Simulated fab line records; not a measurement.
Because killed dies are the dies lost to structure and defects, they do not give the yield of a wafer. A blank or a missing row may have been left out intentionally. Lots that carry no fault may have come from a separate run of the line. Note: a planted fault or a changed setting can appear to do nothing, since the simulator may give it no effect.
Split-lot study || flow n5Finfet || 21 wafers read from 7 lots, route of 1938 steps

ABOUT THE SPLIT
At N5_BEOL_M1_EXPOSE_08 (exposes mask M1), the setting doseMj was moved away from the recipe's 33 on 9 of the 21 wafers read, by -7.5% to -4.1%. The other wafers ran this setting at the recipe's value.

FROM THE SPLIT TO THE READING: what the file shows between them, 17 steps
- N5_BEOL_M1_PEB_09: peb time 60 s
- N5_BEOL_M1_DEVELOP_10: develop time 30 s
- N5_BEOL_M1_CD_MEAS_11: target cd 17.05 nm
- N5_BEOL_M1_DESCUM_16: chemistry O2, time 7 s
- N5_BEOL_M1_ETCH_74: etches underlayer in N2/H2, target depth 6.5 nm, time 5.2 s
- N5_BEOL_M1_ETCH_63: etches SiARC in CF4, target depth 15.6 nm, time 26 s
- N5_BEOL_M1_ETCH_64: etches SOC in N2/H2, target depth 75 nm, overetch 15 nm, time 112.5 s
- N5_BEOL_M1_STRIP_65: strips in N2/H2
- N5_BEOL_M1_STRIP_75: strips in N2/H2
- N5_BEOL_M1_STRIP_66: strips in CF4
- N5_BEOL_M1_HM_OPEN_17: chemistry Cl2/BCl3, target TiN, target depth 20 nm, overetch 6 nm
- N5_BEOL_M1_STRIP_19: strips in O2
- N5_BEOL_M1_CD_MEAS_18: pitch 36 nm, target cd 18 nm
- N5_BEOL_M1_COAT_67: time 60 s, resist thk 60 nm
- N5_BEOL_M1_COAT_68: time 60 s, resist thk 12 nm
- N5_BEOL_M1_PRECLEAN_42: cleans in residue remover, time 60 s
- N5_BEOL_M1_SRD_43: time 30 s

THE READING
cdNm, in nm, at N5_BEOL_M1_CD_MEAS_35 (target cd 18 nm, target cd y 21 nm). Typical for fault-free wafers on this fab line: 17.99 nm, with standard deviation 0.3 nm.

{"wafer": "L075.1", "tool, chamber at the split": "euvScanner-02, 0", "doseMj as run": 31.36, "against the recipe": "-5.0%", "cdNm, nm": 16.23, "against lot-mates on the recipe": -1.92}
{"wafer": "L075.2", "tool, chamber at the split": "euvScanner-02, 0", "doseMj as run": 31.36, "against the recipe": "-5.0%", "cdNm, nm": 16.78, "against lot-mates on the recipe": -1.37}
{"wafer": "L075.6", "tool, chamber at the split": "euvScanner-02, 0", "doseMj as run": 33, "against the recipe": "recipe", "cdNm, nm": 18.15, "against lot-mates on the recipe": "-"}
{"wafer": "L076.1", "tool, chamber at the split": "euvScanner-01, 0", "doseMj as run": 33, "against the recipe": "recipe", "cdNm, nm": 17.93, "against lot-mates on the recipe": "-"}
{"wafer": "L076.3", "tool, chamber at the split": "euvScanner-01, 0", "doseMj as run": 31.66, "against the recipe": "-4.1%", "cdNm, nm": 16.52, "against lot-mates on the recipe": -1.45}
{"wafer": "L076.5", "tool, chamber at the split": "euvScanner-01, 0", "doseMj as run": 33, "against the recipe": "recipe", "cdNm, nm": 18.00, "against lot-mates on the recipe": "-"}
{"wafer": "L080.2", "tool, chamber at the split": "euvScanner-01, 0", "doseMj as run": 33, "against the recipe": "recipe", "cdNm, nm": 17.77, "against lot-mates on the recipe": "-"}
{"wafer": "L080.3", "tool, chamber at the split": "euvScanner-01, 0", "doseMj as run": 30.53, "against the recipe": "-7.5%", "cdNm, nm": 16.49, "against lot-mates on the recipe": -1.28}
{"wafer": "L080.4", "tool, chamber at the split": "euvScanner-01, 0", "doseMj as run": 30.53, "against the recipe": "-7.5%", "cdNm, nm": 16.49, "against lot-mates on the recipe": -1.28}
{"wafer": "L083.3", "tool, chamber at the split": "euvScanner-02, 0", "doseMj as run": 30.97, "against the recipe": "-6.2%", "cdNm, nm": 16.34, "against lot-mates on the recipe": -1.30}
{"wafer": "L083.4", "tool, chamber at the split": "euvScanner-02, 0", "doseMj as run": 30.97, "against the recipe": "-6.2%", "cdNm, nm": 16.64, "against lot-mates on the recipe": -1.00}
{"wafer": "L083.5", "tool, chamber at the split": "euvScanner-02, 0", "doseMj as run": 33, "against the recipe": "recipe", "cdNm, nm": 17.64, "against lot-mates on the recipe": "-"}
{"wafer": "L084.1", "tool, chamber at the split": "euvScanner-01, 0", "doseMj as run": 31.31, "against the recipe": "-5.1%", "cdNm, nm": 17.14, "against lot-mates on the recipe": -1.43}
{"wafer": "L084.2", "tool, chamber at the split": "euvScanner-01, 0", "doseMj as run": 33, "against the recipe": "recipe", "cdNm, nm": 18.57, "against lot-mates on the recipe": "-"}
{"wafer": "L084.5", "tool, chamber at the split": "euvScanner-01, 0", "doseMj as run": 31.31, "against the recipe": "-5.1%", "cdNm, nm": 16.78, "against lot-mates on the recipe": -1.79}
{"wafer": "L092.3", "tool, chamber at the split": "euvScanner-01, 0", "doseMj as run": 33, "against the recipe": "recipe", "cdNm, nm": 17.89, "against lot-mates on the recipe": "-"}
{"wafer": "L092.4", "tool, chamber at the split": "euvScanner-01, 0", "doseMj as run": 33, "against the recipe": "recipe", "cdNm, nm": 18.04, "against lot-mates on the recipe": "-"}
{"wafer": "L092.5", "tool, chamber at the split": "euvScanner-01, 0", "doseMj as run": 33, "against the recipe": "recipe", "cdNm, nm": 17.57, "against lot-mates on the recipe": "-"}
{"wafer": "L094.1", "tool, chamber at the split": "euvScanner-02, 0", "doseMj as run": 33, "against the recipe": "recipe", "cdNm, nm": 17.99, "against lot-mates on the recipe": "-"}
{"wafer": "L094.4", "tool, chamber at the split": "euvScanner-02, 0", "doseMj as run": 33, "against the recipe": "recipe", "cdNm, nm": 17.61, "against lot-mates on the recipe": "-"}
{"wafer": "L094.5", "tool, chamber at the split": "euvScanner-02, 0", "doseMj as run": 33, "against the recipe": "recipe", "cdNm, nm": 18.29, "against lot-mates on the recipe": "-"}

THE FIT
A straight line over all 21 wafers: cdNm changes by +0.225 nm for each +1% of doseMj; r = +0.91; the points scatter about the line by 0.31 nm.
The same after taking each lot's own level away (the mean of its wafers on the recipe; 21 wafers): +0.226 nm for each +1%; r = +0.90; scatter 0.34 nm.
The reading moves by 1.7 nm for the largest change in doseMj, on that fit.
Measured against the standard deviation above, the lots' own levels, which go from 17.640 to 18.570 nm, span 3.1 times it.
Consequently the slope shifts little with the lot-to-lot level, the two slopes agreeing.
Check: with one of the wafers moved furthest among these (-7.5%) left out of the fit, the line predicts -1.85 nm for it against its lot-mates. Against them it came out at -1.28 nm.

FURTHER SPLITS ON THESE WAFERS
Other splits were also applied to these wafers ahead of the reading. Each is held against what the fit with the lots' levels taken away leaves over:
{"other split on the same wafers": "N5_SDB_COAT_05 spinRpm", "wafers away from the commonest value": 7, "r with cdNm (lot level and that fit taken away)": "+0.18"}
{"other split on the same wafers": "N5_HKMG_FIN_ETCH_55 timeS", "wafers away from the commonest value": 4, "r with cdNm (lot level and that fit taken away)": "+0.05"}
{"other split on the same wafers": "N5_HKMG_FIN_ETCH_58 sourceW", "wafers away from the commonest value": 9, "r with cdNm (lot level and that fit taken away)": "+0.16"}
{"other split on the same wafers": "N5_MOL_CONTACT_COAG_VIA_ETCH_117 biasW", "wafers away from the commonest value": 4, "r with cdNm (lot level and that fit taken away)": -0.41}
{"other split on the same wafers": "N5_MOL_CONTACT_COAG_CVD_140 targetThkA", "wafers away from the commonest value": 10, "r with cdNm (lot level and that fit taken away)": "+0.37"}
{"other split on the same wafers": "N5_BEOL_M1_PECVD_72 timeS", "wafers away from the commonest value": 6, "r with cdNm (lot level and that fit taken away)": -0.23}

THE WHOLE CHAIN: every reading that the file lists as answering this split, in the file's order
{"step": "N5_BEOL_M1_CD_MEAS_11", "what it does": "target cd 17.05 nm", "reading": "cdNm", "change (the file's fit)": "+0.18 nm for each +1% of the setting", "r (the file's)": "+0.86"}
{"step": "N5_BEOL_M1_ETCH_74", "what it does": "etches underlayer in N2/H2, target depth 6.5 nm, time 5.2 s", "reading": "BEOL_M1.cdOffsetNm (the simulator's own value, which no gauge read)", "change (the file's fit)": "+0.224 nm for each +1% of the setting", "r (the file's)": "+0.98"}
{"step": "N5_BEOL_M1_ETCH_64", "what it does": "etches SOC in N2/H2, target depth 75 nm, overetch 15 nm, time 112.5 s", "reading": "BEOL_M1.cdOffsetNm (the simulator's own value, which no gauge read)", "change (the file's fit)": "+0.202 nm for each +1% of the setting", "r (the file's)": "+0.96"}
{"step": "N5_BEOL_M1_HM_OPEN_17", "what it does": "chemistry Cl2/BCl3, target TiN, target depth 20 nm, overetch 6 nm", "reading": "BEOL_M1.cdOffsetNm (the simulator's own value, which no gauge read)", "change (the file's fit)": "+0.206 nm for each +1% of the setting", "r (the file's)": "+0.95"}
{"step": "N5_BEOL_M1_CD_MEAS_18", "what it does": "pitch 36 nm, target cd 18 nm", "reading": "cdNm", "change (the file's fit)": "+0.196 nm for each +1% of the setting", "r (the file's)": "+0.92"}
{"step": "N5_BEOL_M1_CD_MEAS_35", "what it does": "target cd 18 nm, target cd y 21 nm", "reading": "cdNm", "change (the file's fit)": "+0.241 nm for each +1% of the setting", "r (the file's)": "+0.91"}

THE FILE'S OWN FIT
cdNm changes by +0.241 nm for each +1% of doseMj, r = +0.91.
